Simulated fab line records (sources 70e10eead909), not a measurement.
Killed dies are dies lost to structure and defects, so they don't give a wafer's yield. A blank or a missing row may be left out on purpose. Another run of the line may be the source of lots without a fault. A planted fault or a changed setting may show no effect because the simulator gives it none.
Check for tools in common -- flow nand harc -- 39 wafers sampled across 13 lots

== WHY IT WAS OPENED ==
Flagged at NHARC_P_GATE_INSPECT_68: reading raw defect count, on 2 of 13 lots. No-fault wafers: 184, standard deviation 66.
Rule: a lot gets a flag if all its wafers with a number sit over 4 standard deviations from that mean, or if no wafer of it has a number. The rest of the lots are taken to be sound.

lot,measured,on,"raw defect count, wafer by wafer",flag
L862,day 5 13:32,defect inspect-01,172 186 200,
L863,day 6 01:38,defect inspect-02,176 220 124,
L865,day 6 11:58,defect inspect-02,117 196 205,
L866,day 6 13:55,defect inspect-02,744 775 815,FLAGGED
L868,day 7 07:05,defect inspect-02,661 810 733,FLAGGED
L873,day 8 16:59,defect inspect-01,123 218 206,
L875,day 8 18:42,defect inspect-01,130 132 125,
L874,day 8 23:26,defect inspect-02,158 293 270,
L879,day 9 20:13,defect inspect-01,170 125 187,
L878,day 9 20:46,defect inspect-01,190 171 401,
L880,day 10 00:56,defect inspect-01,297 153 271,
L881,day 10 11:23,defect inspect-02,138 114 118,
L884,day 11 00:16,defect inspect-02,127 111 122,
The mean of the flagged lots' numbers is 756, +572 from the usual (+9 standard deviations).

== LOT BY LOT: THE TOOL USED ==
The record holds 1 process step before the reading, out of a route of 1159 steps. Every cell lists first the tool, next ch and the chambers used by the sampled wafers, and last the start.
lot,flag,NHARC_P_GATE_PRE_CLEAN_110
L862,,"pvd sputter-02, day 5 12:38"
L863,,"pvd sputter-01, day 6 00:44"
L865,,"pvd sputter-02, day 6 10:57"
L866,FLAGGED,"pvd sputter-02, day 6 12:59"
L868,FLAGGED,"pvd sputter-02, day 7 06:10"
L873,,"pvd sputter-01, day 8 16:05"
L875,,"pvd sputter-01, day 8 17:48"
L874,,"pvd sputter-03, day 8 22:32"
L879,,"pvd sputter-02, day 9 19:01"
L878,,"pvd sputter-02, day 9 19:50"
L880,,"pvd sputter-03, day 9 23:53"
L881,,"pvd sputter-03, day 10 10:28"
L884,,"pvd sputter-02, day 10 23:22"
These steps, and what they do:
- NHARC_P_GATE_PRE_CLEAN_110: time 30 s.
- NHARC_P_GATE_INSPECT_68

== FLAGGED OVER TOTAL, TOOL BY TOOL (the gauges that took the reading come last) ==
step,tool,lots run,flagged,share of the flagged lots,sound lots run after its first flagged lot
NHARC_P_GATE_PRE_CLEAN_110,pvd sputter-01,3,0,none,-
NHARC_P_GATE_PRE_CLEAN_110,pvd sputter-02,7,2,all,"3 (L879,L878,L884)"
NHARC_P_GATE_PRE_CLEAN_110,pvd sputter-03,3,0,none,-
NHARC_P_GATE_INSPECT_68,defect inspect-01,6,0,none,-
NHARC_P_GATE_INSPECT_68,defect inspect-02,7,2,all,"3 (L874,L881,L884)"

== WHAT THE TABLE PERMITS ==
pvd sputter-02 at NHARC_P_GATE_PRE_CLEAN_110 and defect inspect-02 at NHARC_P_GATE_INSPECT_68 are the 2 rows of the table that ran each flagged lot.
- pvd sputter-02 at NHARC_P_GATE_PRE_CLEAN_110: 2 of its 7 lots flagged. Lots that were sound ran on it after the first flagged one (L879, L878, L884); a persistent fault on the entire tool would not allow that.
- defect inspect-02 at NHARC_P_GATE_INSPECT_68: 2 of its 7 lots flagged. Lots that were sound ran on it after the first flagged one (L874, L881, L884); a persistent fault on the entire tool would not allow that.
Not one row of the table ran every flagged lot while running no sound lot after the first.

== WHAT THE SIMULATOR HAD PUT IN ==
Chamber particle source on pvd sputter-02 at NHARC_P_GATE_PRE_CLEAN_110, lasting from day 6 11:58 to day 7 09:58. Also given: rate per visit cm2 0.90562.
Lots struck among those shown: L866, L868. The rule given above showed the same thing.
